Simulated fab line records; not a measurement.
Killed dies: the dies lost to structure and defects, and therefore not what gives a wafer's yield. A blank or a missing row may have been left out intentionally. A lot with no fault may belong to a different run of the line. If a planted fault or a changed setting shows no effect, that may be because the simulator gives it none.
Split-lot experiment / flow n5_finfet / route with 1938 steps; 7 lots, 21 wafers read

== ABOUT THE SPLIT ==
At N5_SD_EPI_N_ETCH_16 (etches SiO2 in CHF3/O2, target depth 5 nm), the setting target_depth_a was moved away from the recipe's 50 angstrom on 8 of the 21 wafers read, by -9.3% to +8.1%. This setting was run at the recipe's value on the other wafers.

Reading taken at the split's own step.

== THE READING ==
etch.depth_nm (the simulator's own value, which no gauge read), in nm, at N5_SD_EPI_N_ETCH_16 (etches SiO2 in CHF3/O2, target depth 5 nm). The file gives no usual value for it. Across the 13 wafers here that went through the recipe, the average is 4.965 nm and the standard deviation 0.072 nm.

wafer=L076.1; tool, chamber at the split=rie_diel-06, 0; target_depth_a as run, angstrom=52.84; against the recipe=+5.7%; etch.depth_nm, nm=5.377; against lot-mates on the recipe=+0.324
wafer=L076.3; tool, chamber at the split=rie_diel-06, 3; target_depth_a as run, angstrom=52.84; against the recipe=+5.7%; etch.depth_nm, nm=5.323; against lot-mates on the recipe=+0.270
wafer=L076.6; tool, chamber at the split=rie_diel-06, 1; target_depth_a as run, angstrom=50; against the recipe=recipe; etch.depth_nm, nm=5.053; against lot-mates on the recipe=-
wafer=L077.1; tool, chamber at the split=rie_diel-04, 2; target_depth_a as run, angstrom=45.34; against the recipe=-9.3%; etch.depth_nm, nm=4.529; against lot-mates on the recipe=-0.267
wafer=L077.2; tool, chamber at the split=rie_diel-04, 1; target_depth_a as run, angstrom=50; against the recipe=recipe; etch.depth_nm, nm=4.796; against lot-mates on the recipe=-
wafer=L077.6; tool, chamber at the split=rie_diel-04, 1; target_depth_a as run, angstrom=45.34; against the recipe=-9.3%; etch.depth_nm, nm=4.381; against lot-mates on the recipe=-0.415
wafer=L081.1; tool, chamber at the split=rie_diel-05, 3; target_depth_a as run, angstrom=50; against the recipe=recipe; etch.depth_nm, nm=4.965; against lot-mates on the recipe=-
wafer=L081.2; tool, chamber at the split=rie_diel-05, 1; target_depth_a as run, angstrom=50; against the recipe=recipe; etch.depth_nm, nm=4.915; against lot-mates on the recipe=-
wafer=L081.3; tool, chamber at the split=rie_diel-05, 0; target_depth_a as run, angstrom=50; against the recipe=recipe; etch.depth_nm, nm=4.97; against lot-mates on the recipe=-
wafer=L084.2; tool, chamber at the split=rie_diel-06, 2; target_depth_a as run, angstrom=50; against the recipe=recipe; etch.depth_nm, nm=4.993; against lot-mates on the recipe=-
wafer=L084.4; tool, chamber at the split=rie_diel-06, 3; target_depth_a as run, angstrom=50; against the recipe=recipe; etch.depth_nm, nm=5.002; against lot-mates on the recipe=-
wafer=L084.6; tool, chamber at the split=rie_diel-06, 2; target_depth_a as run, angstrom=54.07; against the recipe=+8.1%; etch.depth_nm, nm=5.432; against lot-mates on the recipe=+0.434
wafer=L085.1; tool, chamber at the split=rie_diel-05, 0; target_depth_a as run, angstrom=50; against the recipe=recipe; etch.depth_nm, nm=4.988; against lot-mates on the recipe=-
wafer=L085.2; tool, chamber at the split=rie_diel-05, 2; target_depth_a as run, angstrom=50; against the recipe=recipe; etch.depth_nm, nm=5.007; against lot-mates on the recipe=-
wafer=L085.5; tool, chamber at the split=rie_diel-05, 3; target_depth_a as run, angstrom=50; against the recipe=recipe; etch.depth_nm, nm=4.928; against lot-mates on the recipe=-
wafer=L088.1; tool, chamber at the split=rie_diel-06, 1; target_depth_a as run, angstrom=50; against the recipe=recipe; etch.depth_nm, nm=5.078; against lot-mates on the recipe=-
wafer=L088.5; tool, chamber at the split=rie_diel-06, 0; target_depth_a as run, angstrom=47.18; against the recipe=-5.6%; etch.depth_nm, nm=4.754; against lot-mates on the recipe=-0.324
wafer=L088.6; tool, chamber at the split=rie_diel-06, 1; target_depth_a as run, angstrom=47.18; against the recipe=-5.6%; etch.depth_nm, nm=4.825; against lot-mates on the recipe=-0.253
wafer=L094.1; tool, chamber at the split=rie_diel-05, 0; target_depth_a as run, angstrom=50; against the recipe=recipe; etch.depth_nm, nm=4.99; against lot-mates on the recipe=-
wafer=L094.3; tool, chamber at the split=rie_diel-05, 3; target_depth_a as run, angstrom=50; against the recipe=recipe; etch.depth_nm, nm=4.864; against lot-mates on the recipe=-
wafer=L094.6; tool, chamber at the split=rie_diel-05, 1; target_depth_a as run, angstrom=48.02; against the recipe=-4.0%; etch.depth_nm, nm=4.696; against lot-mates on the recipe=-0.231

THE FIT
A straight line over all 21 wafers: etch.depth_nm changes by +0.0547 nm for each +1% of target_depth_a; r = +0.95; the points scatter about the line by 0.081 nm.
The same after taking each lot's own level away (the mean of its wafers on the recipe; 21 wafers): +0.0458 nm for each +1%; r = +0.97; scatter 0.052 nm.
According to that fit, moving target_depth_a by its largest amount changes the reading by 0.43 nm.
The lots' own levels span 4.7960 to 5.0780 nm, that is 3.9 times the standard deviation above.
So the slope is not independent of the lot-to-lot level: the two fits are not the same.
Check: for one of the wafers moved furthest among these (-9.3%), held out of the fit, the line's prediction against its lot-mates is -0.467 nm. It came out at -0.267 nm against them.

== THESE WAFERS: OTHER SPLITS ==
Other splits were also applied to these wafers ahead of the reading. Each is held against what the fit with the lots' levels taken away leaves over:
other split on the same wafers=N5_WELL_APT_COAT_02 spin_rpm; wafers away from the commonest value=11; r with etch.depth_nm (lot level and that fit taken away)=-0.01
other split on the same wafers=N5_WELL_APT_DEVELOP_07 develop_time_s; wafers away from the commonest value=7; r with etch.depth_nm (lot level and that fit taken away)=-0.13
other split on the same wafers=N5_FIN_SAQP_HM_DEP_03 time_s; wafers away from the commonest value=4; r with etch.depth_nm (lot level and that fit taken away)=+0.04
other split on the same wafers=N5_FIN_SAQP_PECVD_47 time_s; wafers away from the commonest value=7; r with etch.depth_nm (lot level and that fit taken away)=-0.11
other split on the same wafers=N5_FIN_SAQP_SPACER2_ALD_28 temp_c; wafers away from the commonest value=10; r with etch.depth_nm (lot level and that fit taken away)=-0.43
other split on the same wafers=N5_FIN_SAQP_ETCH_64 bias_w; wafers away from the commonest value=6; r with etch.depth_nm (lot level and that fit taken away)=+0.11

== THE FILE'S OWN FIT ==
etch.depth_nm changes by +0.047 nm for each +1% of target_depth_a, r = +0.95.
